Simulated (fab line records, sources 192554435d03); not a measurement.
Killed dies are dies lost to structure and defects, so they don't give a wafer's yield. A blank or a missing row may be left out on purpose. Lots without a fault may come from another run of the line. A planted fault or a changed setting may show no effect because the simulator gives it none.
Split-lot experiment | flow n5_finfet | 7 lots, 21 wafers read, on a route of 1938 steps

THE SPLIT
At N5_BEOL_M15_COAT_22 (resist thk 800 nm), the setting spin_rpm was moved away from the recipe's 1704 rpm on 7 of the 21 wafers read, by -7.6% to +9.7%. The other wafers ran this setting at the recipe's value.

The reading is taken at the split's own step.

THE READING
coat_of_BEOL_M15_COAT_22.thk_nm (the simulator's own value, which no gauge read), in nm, at N5_BEOL_M15_COAT_22 (resist thk 800 nm). The file gives no usual value for it. The 14 wafers here that ran the recipe average 799.9 nm, standard deviation 1.7 nm.

wafer  | tool, chamber at the split | spin_rpm as run, rpm | against the recipe | coat_of_BEOL_M15_COAT_22.thk_nm, nm | against lot-mates on the recipe
L076.1 | litho_track-03, 0          | 1704                 | recipe             | 803.2                               | -
L076.3 | litho_track-03, 0          | 1704                 | recipe             | 798                                 | -
L076.4 | litho_track-03, 0          | 1704                 | recipe             | 802                                 | -
L086.2 | litho_track-01, 0          | 1704                 | recipe             | 800.4                               | -
L086.3 | litho_track-01, 0          | 1704                 | recipe             | 800.2                               | -
L086.4 | litho_track-01, 0          | 1574                 | -7.6%              | 833.6                               | +33.3
L087.1 | litho_track-01, 0          | 1870                 | +9.7%              | 763.8                               | -37.0
L087.2 | litho_track-01, 0          | 1704                 | recipe             | 802.2                               | -
L087.6 | litho_track-01, 0          | 1704                 | recipe             | 799.4                               | -
L089.1 | litho_track-02, 0          | 1704                 | recipe             | 800.2                               | -
L089.4 | litho_track-02, 0          | 1807                 | +6.0%              | 775.2                               | -25.0
L089.5 | litho_track-02, 0          | 1807                 | +6.0%              | 778                                 | -22.2
L092.2 | litho_track-02, 0          | 1606                 | -5.8%              | 827.4                               | no lot-mate on the recipe
L092.3 | litho_track-02, 0          | 1606                 | -5.8%              | 829.2                               | no lot-mate on the recipe
L092.4 | litho_track-02, 0          | 1606                 | -5.8%              | 831.6                               | no lot-mate on the recipe
L090.2 | litho_track-01, 0          | 1704                 | recipe             | 800.4                               | -
L090.4 | litho_track-01, 0          | 1704                 | recipe             | 799.6                               | -
L090.5 | litho_track-01, 0          | 1704                 | recipe             | 799.2                               | -
L094.1 | litho_track-01, 0          | 1704                 | recipe             | 798.8                               | -
L094.5 | litho_track-01, 0          | 1704                 | recipe             | 797.8                               | -
L094.6 | litho_track-01, 0          | 1704                 | recipe             | 796.8                               | -

THE FIT
A straight line over all 21 wafers: coat_of_BEOL_M15_COAT_22.thk_nm changes by -4.29 nm for each +1% of spin_rpm; r = -0.99; the points scatter about the line by 2.7 nm.
The same after taking each lot's own level away (the mean of its wafers on the recipe; 18 wafers): -4 nm for each +1%; r = -0.99; scatter 1.5 nm.
On that fit, the largest move of spin_rpm shifts the reading by 39 nm.
The lots' own levels span 797.80 to 801.07 nm, that is 1.9 times the standard deviation above.
So the lot-to-lot level changes the slope little: the two slopes agree.
Check: with one of the wafers moved furthest among these (+9.7%) left out of the fit, the line predicts -39.8 nm for it against its lot-mates. It came out at -37 nm against them.

OTHER SPLITS ON THESE WAFERS
These wafers also went through other splits before the reading. Each is held against what the fit with the lots' levels taken away leaves over:
other split on the same wafers | wafers away from the commonest value | r with coat_of_BEOL_M15_COAT_22.thk_nm (lot level and that fit taken away)
N5_BEOL_M13_COAT_65 spin_rpm   | 7                                    | +0.05
N5_BEOL_M14_COAT_58 spin_rpm   | 7                                    | +0.20
N5_BEOL_M14_EXPOSE_07 dose_mj  | 7                                    | +0.07

THE FILE'S OWN FIT
coat_of_BEOL_M15_COAT_22.thk_nm changes by -3.99 nm for each +1% of spin_rpm, r = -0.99.
